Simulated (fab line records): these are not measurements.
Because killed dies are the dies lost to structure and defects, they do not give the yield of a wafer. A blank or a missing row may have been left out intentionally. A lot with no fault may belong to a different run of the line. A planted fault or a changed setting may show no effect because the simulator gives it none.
Matching of chambers :: flow n5Finfet :: rieSi-02 running N5_FIN_SAQP_ETCH_65: 4 sister chambers
The step etches SiO2 in CF4, target depth 4 nm, time 4.4 s. 8 wafers are shown with their chamber, then 11 later ones without.

== WAFERS, EACH WITH ITS CHAMBER ==
wafer: L080.4
chamber: 1
throttleValvePct (%): 21.73
oesProductAu (a.u.): 1.017

wafer: L081.5
chamber: 1
throttleValvePct (%): 21.73
oesProductAu (a.u.): 1.022

wafer: L084.4
chamber: 2
throttleValvePct (%): 21.56
oesProductAu (a.u.): 0.994

wafer: L084.6
chamber: 3
throttleValvePct (%): 21.95
oesProductAu (a.u.): 0.960

wafer: L087.3
chamber: 2
throttleValvePct (%): 21.55
oesProductAu (a.u.): 0.999

wafer: L087.4
chamber: 0
throttleValvePct (%): 21.70
oesProductAu (a.u.): 1.014

wafer: L087.5
chamber: 0
throttleValvePct (%): 21.71
oesProductAu (a.u.): 1.020

wafer: L089.1
chamber: 3
throttleValvePct (%): 21.94
oesProductAu (a.u.): 0.952

== WAFERS WITHOUT THEIR CHAMBER ==
wafer: L089.5
throttleValvePct (%): 21.70
oesProductAu (a.u.): 1.023

wafer: L089.6
throttleValvePct (%): 21.74
oesProductAu (a.u.): 1.016

wafer: L090.2
throttleValvePct (%): 21.70
oesProductAu (a.u.): 1.023

wafer: L090.5
throttleValvePct (%): 21.70
oesProductAu (a.u.): 1.035

wafer: L090.6
throttleValvePct (%): 21.97
oesProductAu (a.u.): 0.959

wafer: L091.1
throttleValvePct (%): 21.71
oesProductAu (a.u.): 1.035

wafer: L091.2
throttleValvePct (%): 21.74
oesProductAu (a.u.): 1.025

wafer: L091.6
throttleValvePct (%): 21.54
oesProductAu (a.u.): 1.004

wafer: L095.2
throttleValvePct (%): 21.53
oesProductAu (a.u.): 1.005

wafer: L095.3
throttleValvePct (%): 21.70
oesProductAu (a.u.): 1.034

wafer: L095.5
throttleValvePct (%): 21.96
oesProductAu (a.u.): 0.958

== WHICH CHAMBER EACH ONE RAN IN ==
wafer: L089.5
from the rows above: 0
in truth: 0

wafer: L089.6
from the rows above: 1
in truth: 1

wafer: L090.2
from the rows above: 0
in truth: 0

wafer: L090.5
from the rows above: can't be placed: 0 or 1
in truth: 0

wafer: L090.6
from the rows above: 3
in truth: 3

wafer: L091.1
from the rows above: can't be placed: 0 or 1
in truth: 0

wafer: L091.2
from the rows above: 1
in truth: 1

wafer: L091.6
from the rows above: 2
in truth: 2

wafer: L095.2
from the rows above: 2
in truth: 2

wafer: L095.3
from the rows above: can't be placed: 0 or 1
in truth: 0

wafer: L095.5
from the rows above: 3
in truth: 3
Correct placement for 8 of the 11. These rows do not allow placing 3 (true chamber among the candidates in 3). 0 placed wrongly.
How it was worked out, from the rows above alone: a wafer's distance from a chamber is the root of the sum, over the readings, of the square of ((its reading less the chamber's mean) divided by the reading's scatter). The wafer belongs to the nearest chamber; if the next one is less than 2 further off, it can't be placed. For every chamber, the mean is computed from those of its wafers that are shown. The scatter: take each reading less its chamber's mean, square it, sum over the shown wafers, divide by the number of wafers less the number of chambers, and take the root.
